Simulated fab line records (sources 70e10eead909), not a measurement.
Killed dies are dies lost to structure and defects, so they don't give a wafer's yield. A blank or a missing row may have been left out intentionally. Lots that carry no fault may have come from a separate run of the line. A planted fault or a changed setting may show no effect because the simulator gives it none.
Which tool is to blame?	flow nand-harc	11 lots, 33 wafers sampled, at 5 steps of a route of 1302

WHAT THE GAUGES SHOWED, per wafer
NHARC_END_SORT_01. Usual: killed-at-array 65, standard deviation 19; killed-at-other 0.9, standard deviation 1.1; killed-at-periphery 3.5, standard deviation 2.3; killed-dies 69, standard deviation 19; killed-open 3.2, standard deviation 1.8; killed-short 2.4, standard deviation 1.5.
lot	measured	on	killed-at-array	killed-at-other	killed-at-periphery	killed-dies	killed-open	killed-short	flag
L397	day 28 16:27	prober-02	93 101 87	0 0 0	1 4 4	94 105 91	10 2 3	3 1 2	
L399	day 29 04:04	prober-02	58 60 43	1 1 1	1 1 2	60 62 46	1 2 2	3 6 1	
L406	day 32 18:13	prober-01	84 88 74	3 1 1	1 2 6	88 91 81	8 3 2	2 1 5	
L409	day 33 04:07	prober-01	75 62 66	3 1 1	4 2 1	82 65 68	5 1 2	3 3 3	
L411	day 34 01:14	prober-01	59 50 55	1 2 1	2 2 2	62 54 58	0 1 6	3 1 2	
L410	day 34 01:17	prober-02	60 68 52	0 1 0	0 2 1	60 71 53	1 6 3	0 4 1	

WHICH TOOL RAN EACH LOT (tool, then ch and the chambers of the sampled wafers, then the start)
lot	NHARC_A_STAIRCASE_ETCH_169	NHARC_A_STAIRCASE_ETCH_170	NHARC_A_STAIRCASE_STRIP_171	NHARC_A_STAIRCASE_DESCUM_11
L388	rie-diel-05 ch 0,1,2, day 15 17:33	rie-diel-05 ch 1,2,3, day 15 17:50 or earlier	plasma-asher-02 ch 0, day 15 17:50	rie-diel-05 ch 0,2,3, day 15 19:25
L390	rie-diel-12 ch 1,2, day 16 17:20	rie-diel-12 ch 1,2, day 16 17:43 or earlier	plasma-asher-01 ch 0,1, day 16 17:43	rie-diel-12 ch 1,2, day 16 19:07
L393	rie-diel-05 ch 0,2, day 17 21:14	rie-diel-05 ch 0,2, day 17 21:29 or earlier	plasma-asher-02 ch 0,1, day 17 21:29	rie-diel-05 ch 0,1,2, day 17 23:01
L396	rie-diel-12 ch 0,1, day 19 00:02	rie-diel-12 ch 0,2, day 19 00:19 or earlier	plasma-asher-01 ch 0,1, day 19 00:19	rie-diel-05 ch 1,3, day 19 01:47
L397	rie-diel-05 ch 0,2,3, day 19 21:00	rie-diel-05 ch 1,2,3, day 19 21:18 or earlier	plasma-asher-01 ch 0,1, day 19 21:18	rie-diel-05 ch 0,1, day 19 22:44
L399	rie-diel-05 ch 1,2,3, day 20 00:07	rie-diel-05 ch 0,2, day 20 00:22 or earlier	plasma-asher-02 ch 0,1, day 20 00:22	rie-diel-05 ch 0,1, day 20 01:55
L402	rie-diel-03 ch 0,1, day 21 18:50	rie-diel-03 ch 0,1,2, day 21 19:07 or earlier	plasma-asher-02 ch 0,1, day 21 19:07	rie-diel-12 ch 1,2, day 21 20:36
L406	rie-diel-12 ch 0,1, day 23 15:38	rie-diel-12 ch 0,1, day 23 15:51 or earlier	plasma-asher-01 ch 0,1, day 23 15:51	rie-diel-03 ch 0,1,3, day 23 17:24
L409	rie-diel-12 ch 0,2,3, day 24 12:16	rie-diel-12 ch 0,1,3, day 24 12:29 or earlier	plasma-asher-02 ch 0,1, day 24 12:29	rie-diel-03 ch 0,1,2, day 24 14:00
L411	rie-diel-05 ch 1,2,3, day 25 00:02	rie-diel-05 ch 0,2,3, day 25 00:22 or earlier	plasma-asher-01 ch 0,1, day 25 00:22	rie-diel-05 ch 0,1,3, day 25 01:53
L410	rie-diel-05 ch 1,2, day 25 00:25	rie-diel-05 ch 1,2,3, day 25 00:40 or earlier	plasma-asher-02 ch 0,1, day 25 00:40	rie-diel-05 ch 0,3, day 25 02:12
- NHARC_A_STAIRCASE_ETCH_169: etches the open film in CH3F/O2, target depth 50 nm, time 107.1 s.
- NHARC_A_STAIRCASE_ETCH_170: etches the open film in C4F6/O2, target depth 200 nm, time 66.667 s.
- NHARC_A_STAIRCASE_STRIP_171: strips in O2.
- NHARC_A_STAIRCASE_DESCUM_11: chemistry O2, time 3 s.

WHAT THE TOOLS THEMSELVES READ (means of the sampled wafers that have a number; where no wafer has one, the mark that the record gives instead)
NHARC_A_STAIRCASE_ETCH_169. Usual: for drypump-motor-current-A, 5.9 A with a standard deviation of 0.35; for o2-flow-sccm, 30.02 sccm with a standard deviation of 0.092; for oes-product-au, 0.953 a.u. with a standard deviation of 0.017; for rf-fwd-power-W, 497.1 W with a standard deviation of 1.7; for rf-vpp-V, 243.9 V with a standard deviation of 1.4; for showerhead-plenum-p-Torr, 2.43 Torr with a standard deviation of 0.087; for throttle-valve-pct, 20.664 % with a standard deviation of 0.0089.
lot	tool	drypump-motor-current-A (A)	o2-flow-sccm (sccm)	oes-product-au (a.u.)	rf-fwd-power-W (W)	rf-vpp-V (V)	showerhead-plenum-p-Torr (Torr)	throttle-valve-pct (%)	flag
L388	rie-diel-05	5.7	29.96	0.956	496.9	243.4	2.40	20.663	
L390	rie-diel-12	6.0	29.99	0.963	497.0	243.9	2.48	20.659	
L393	rie-diel-05	5.5	30.04	0.955	497.0	245.0	2.44	20.670	
L396	rie-diel-12	6.2	30.07	0.966	496.4	243.2	2.40	20.661	
L397	rie-diel-05	5.6	29.90	0.940	496.8	244.8	2.47	20.675	
L399	rie-diel-05	5.8	30.06	0.971	497.0	244.6	2.42	20.663	
L402	rie-diel-03	6.0	30.01	0.989	496.2	245.6	2.50	20.658	
L406	rie-diel-12	6.2	30.07	0.942	498.3	243.9	2.42	20.656	
L409	rie-diel-12	6.0	30.03	0.969	495.2	242.9	2.37	20.666	
L411	rie-diel-05	5.7	29.97	0.930	498.0	243.4	2.41	20.662	
L410	rie-diel-05	5.6	29.94	0.925	498.4	244.0	2.38	20.661	

NHARC_A_STAIRCASE_ETCH_170. Usual: for drypump-motor-current-A, 5.9 A with a standard deviation of 0.36; for o2-flow-sccm, 20.00 sccm with a standard deviation of 0.06; for oes-product-au, 0.973 a.u. with a standard deviation of 0.012; for rf-fwd-power-W, 594.9 W with a standard deviation of 2.1; for rf-vpp-V, 546.0 V with a standard deviation of 2.7; for showerhead-plenum-p-Torr, 3.88 Torr with a standard deviation of 0.13; for throttle-valve-pct, 26.903 % with a standard deviation of 0.0093.
lot	tool	drypump-motor-current-A (A)	o2-flow-sccm (sccm)	oes-product-au (a.u.)	rf-fwd-power-W (W)	rf-vpp-V (V)	showerhead-plenum-p-Torr (Torr)	throttle-valve-pct (%)	flag
L388	rie-diel-05	5.8	20.02	0.975	595.5	546.3	3.89	26.907	
L390	rie-diel-12	5.8	20.04	0.980	592.6	548.3	3.96	26.907	
L393	rie-diel-05	5.6	19.96	0.973	596.7	545.6	3.90	26.899	
L396	rie-diel-12	5.8	19.95	0.974	595.1	546.4	3.89	26.907	
L397	rie-diel-05	5.8	20.08	0.961	596.4	546.3	3.87	26.898	
L399	rie-diel-05	5.5	20.01	0.979	596.2	545.9	3.89	26.901	
L402	rie-diel-03	5.7	20.04	0.981	594.0	548.4	3.97	26.908	
L406	rie-diel-12	6.2	19.96	0.968	594.6	545.8	3.88	26.899	
L409	rie-diel-12	6.2	20.01	0.990	595.3	544.6	3.79	26.913	
L411	rie-diel-05	5.6	20.00	0.986	594.9	546.5	3.91	26.901	
L410	rie-diel-05	5.8	19.97	0.970	596.6	545.1	3.85	26.901	

NHARC_A_STAIRCASE_STRIP_171. Usual: drypump-motor-current-A 5.71 A, standard deviation 0.18; heater-power-w 357 W, standard deviation 20.
lot	tool	drypump-motor-current-A (A)	heater-power-w (W)	flag
L388	plasma-asher-02	5.55	351	
L390	plasma-asher-01	5.63	344	
L393	plasma-asher-02	5.81	373	
L396	plasma-asher-01	-	-	OFF
L397	plasma-asher-01	-	-	OFF
L399	plasma-asher-02	-	-	OFF
L402	plasma-asher-02	5.65	364	
L406	plasma-asher-01	5.70	341	
L409	plasma-asher-02	5.67	362	
L411	plasma-asher-01	5.70	343	
L410	plasma-asher-02	5.69	358	

NHARC_A_STAIRCASE_DESCUM_11. Usual: drypump-motor-current-A 5.8 A, standard deviation 0.41; o2-flow-sccm 199.9 sccm, standard deviation 0.56; oes-product-au 1.001 a.u., standard deviation 0.01; rf-vpp-V 57.7 V, standard deviation 0.84; showerhead-plenum-p-Torr 1.90 Torr, standard deviation 0.075; throttle-valve-pct 11.313 %, standard deviation 0.009.
lot	tool	drypump-motor-current-A (A)	o2-flow-sccm (sccm)	oes-product-au (a.u.)	rf-vpp-V (V)	showerhead-plenum-p-Torr (Torr)	throttle-valve-pct (%)	flag
L388	rie-diel-05	5.6	200.2	0.988	57.4	1.93	11.318	
L390	rie-diel-12	5.8	200.2	0.999	57.7	1.93	11.313	
L393	rie-diel-05	5.7	200.5	0.991	57.6	1.86	11.314	
L396	rie-diel-05	6.0	200.1	0.999	57.9	1.85	11.321	
L397	rie-diel-05	6.0	199.9	1.002	57.1	1.82	11.312	
L399	rie-diel-05	6.0	200.5	1.004	57.1	1.82	11.318	
L402	rie-diel-12	6.0	199.8	0.991	57.4	1.92	11.311	
L406	rie-diel-03	6.0	199.8	1.011	58.2	1.99	11.306	
L409	rie-diel-03	5.7	199.5	1.005	57.7	1.93	11.319	
L411	rie-diel-05	5.8	200.2	1.005	57.8	1.87	11.312	
L410	rie-diel-05	5.7	200.1	0.998	57.6	1.93	11.308	

THE ANSWER, worked out from the rows above alone
Rule: a lot counts as off when the mean over its wafers that have a number is more than 3 standard deviations away from the usual mean. A lot without any number at a reading at which 4 lots or more have one is off too. The other lots that the step has rows for count as sound. Order of review: gauges by route order, followed by the tools' own readings, for which a lot's mean as printed above is used. The first step at which some lot is off is used, and at that step the reading that is off furthest; a lot without a number counts as furthest.
Off at NHARC_A_STAIRCASE_STRIP_171 (drypump-motor-current-A): L396, L397, L399. Without a number there: L396, L397, L399.
A tool fits if, at that step or a process step before it, it ran every lot that is off, and no sound lot after the first of them. With no start given for some of its lots, NHARC_A_STAIRCASE_ETCH_170 uses the hours and lot order of NHARC_A_STAIRCASE_STRIP_171. None of those tried fits.

WHAT THE SIMULATOR HAD INSERTED
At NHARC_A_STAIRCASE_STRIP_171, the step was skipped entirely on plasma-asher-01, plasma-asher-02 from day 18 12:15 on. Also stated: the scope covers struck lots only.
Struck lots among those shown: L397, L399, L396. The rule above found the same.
